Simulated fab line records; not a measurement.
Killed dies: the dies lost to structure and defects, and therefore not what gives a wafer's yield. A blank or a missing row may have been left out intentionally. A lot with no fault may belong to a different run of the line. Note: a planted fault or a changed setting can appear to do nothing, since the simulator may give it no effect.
Chamber matching :: flow n5 finfet :: N5_MOL_CONTACT_COAG_ETCH_89 on rie diel-03: 4 sister chambers
The step etches underlayer in N2/H2, target depth 13 nm, time 10.4 s. 4 wafers are shown with their chamber, then 12 later ones without.

## WAFERS PAIRED WITH THEIR CHAMBERS
wafer: L088.6
chamber: 2
showerhead plenum p Torr (Torr): 2.64

wafer: L091.3
chamber: 1
showerhead plenum p Torr (Torr): 2.44

wafer: L091.4
chamber: 0
showerhead plenum p Torr (Torr): 2.49

wafer: L091.5
chamber: 3
showerhead plenum p Torr (Torr): 2.42

## WAFERS WHOSE CHAMBER IS MISSING
wafer: L092.1
showerhead plenum p Torr (Torr): 2.44

wafer: L092.2
showerhead plenum p Torr (Torr): 2.63

wafer: L092.3
showerhead plenum p Torr (Torr): 2.42

wafer: L092.4
showerhead plenum p Torr (Torr): 2.49

wafer: L092.5
showerhead plenum p Torr (Torr): 2.63

wafer: L092.6
showerhead plenum p Torr (Torr): 2.42

wafer: L094.2
showerhead plenum p Torr (Torr): 2.44

wafer: L094.3
showerhead plenum p Torr (Torr): 2.42

wafer: L094.4
showerhead plenum p Torr (Torr): 2.63

wafer: L095.1
showerhead plenum p Torr (Torr): 2.49

wafer: L095.2
showerhead plenum p Torr (Torr): 2.63

wafer: L095.6
showerhead plenum p Torr (Torr): 2.41

## EACH ONE'S CHAMBER
wafer: L092.1
from the rows above: 1
in truth: 1

wafer: L092.2
from the rows above: 2
in truth: 2

wafer: L092.3
from the rows above: 3
in truth: 3

wafer: L092.4
from the rows above: 0
in truth: 0

wafer: L092.5
from the rows above: 2
in truth: 2

wafer: L092.6
from the rows above: 3
in truth: 3

wafer: L094.2
from the rows above: 1
in truth: 1

wafer: L094.3
from the rows above: 3
in truth: 3

wafer: L094.4
from the rows above: 2
in truth: 2

wafer: L095.1
from the rows above: 0
in truth: 0

wafer: L095.2
from the rows above: 2
in truth: 2

wafer: L095.6
from the rows above: 3
in truth: 3
Placed correctly: 12 of 12. Not placeable from these rows: 0. Placed wrongly: 0.
How it was worked out, from the rows above alone: a wafer's distance from a chamber is the root of the sum, over the readings, of the square of ((its reading less the chamber's mean) divided by the reading's scatter). If the next closest chamber is less than 2 further off than the closest, the wafer can't be placed; otherwise it belongs to the closest. Each chamber's mean is taken over the wafers shown for it. The scatter (one wafer shown for each chamber): square how far every hidden wafer sits from the nearest shown wafer, average those squares and take the square root.
